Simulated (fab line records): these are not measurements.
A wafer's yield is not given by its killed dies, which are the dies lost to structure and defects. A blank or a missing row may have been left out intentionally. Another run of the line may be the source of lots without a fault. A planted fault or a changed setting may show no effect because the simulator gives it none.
A struck lot beside a sound one | flow nand_harc | 15 out of 1302 route steps
Sound: the wafers L778.3, L778.4, L778.6. Struck: wafer L793.4 (L793.1, L793.2, from the same lot, were not struck and are left out); the cause is given at the end.
At each step with rows: each side's tool, then ch and its chambers, then its first start. Under that, the readings that differ: sound wafers | struck wafers | difference of the means | sigmas: that difference in standard deviations of wafers without a fault.
alike: words and numbers the same on both sides, and readings whose means are apart by under 2 such deviations; not compared: readings that were withheld, readings missing a value for some wafer, numbers with overlapping values and no deviation given by the record, and bounds like >300 which may hide the same value.
The two part at a step that has a row with sigmas, a row that says differs or no value, or rows on one side only. Numbers that don't overlap but have no deviation are shown without sigmas and don't part them. A reading missing from all wafers of one side parts the sides only when that side holds two or more wafers.

first, 2 steps without rows for these wafers: NHARC_A_CONTACT_STRIP_104 (strips in CF4/CHF3); NHARC_A_CONTACT_STRIP_105 (strips in O2/COS).
NHARC_A_CONTACT_ETCH_106: etches the open film in CF4/O2, target depth 90 nm, overetch 9 nm, time 49.5 s.
  sound on rie_diel-13 ch 0,1,3, day 22 12:10; struck on rie_diel-12 ch 0, day 28 13:13
  alike: drypump_motor_current_A, oes_product_au, rf_vpp_V, showerhead_plenum_p_Torr, throttle_valve_pct
  not compared: rf_hours_counter_h
NHARC_A_CONTACT_STRIP_82: strips in O2.
  sound: rie_diel-13 ch 0,1,2; struck: rie_diel-12 ch 1
  alike: drypump_motor_current_A, oes_product_au, rf_vpp_V, showerhead_plenum_p_Torr, throttle_valve_pct
  not compared: rf_hours_counter_h
then, 1 step without rows for these wafers: NHARC_A_CONTACT_STRIP_83 (strips in post etch residue remover, time 600 s).
NHARC_A_CONTACT_DEP_84: deposits aC, target thk 2800 nm.
  sound on acl_dep-03 ch 0, day 22 13:23; struck on acl_dep-02 ch 0, day 28 13:52
  alike: throttle_valve_pct
NHARC_A_CONTACT_DEP_85: deposits SiON, target thk 60 nm.
  sound on pecvd-04 ch 0,1,2, day 22 14:34; struck on pecvd-04 ch 2, day 28 15:36
  alike: heater_power_w
then, 5 steps without rows for these wafers: NHARC_A_CONTACT_DEHYDRATE_00 (time 120 s); NHARC_A_CONTACT_HMDS_01 (time 30 s); NHARC_A_CONTACT_COAT_86 (time 75 s); NHARC_A_CONTACT_COAT_87 (time 65 s); NHARC_A_CONTACT_COAT_02 (resist thk 90 nm).
NHARC_A_CONTACT_SOFTBAKE_03: time 55 s.
  sound on litho_track-06 ch 0, day 22 14:00; struck on litho_track-06 ch 0, day 28 15:00
  reading                  | sound                | struck | difference | sigmas
  heater_power_total_W (W) | 188.32 188.39 188.57 | 322.82 | +134.39    | +99 or more
  alike: chill_plate_temp_C
then, 2 steps without rows for these wafers: NHARC_A_CONTACT_EBR_04; NHARC_END_SORT_01.

## WHERE THEY PART
Only at NHARC_A_CONTACT_SOFTBAKE_03, as far as this record shows.

WHY: what the simulator had put in
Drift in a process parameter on litho_track-06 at NHARC_A_CONTACT_SOFTBAKE_03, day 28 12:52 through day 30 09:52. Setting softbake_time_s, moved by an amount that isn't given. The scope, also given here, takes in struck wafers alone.
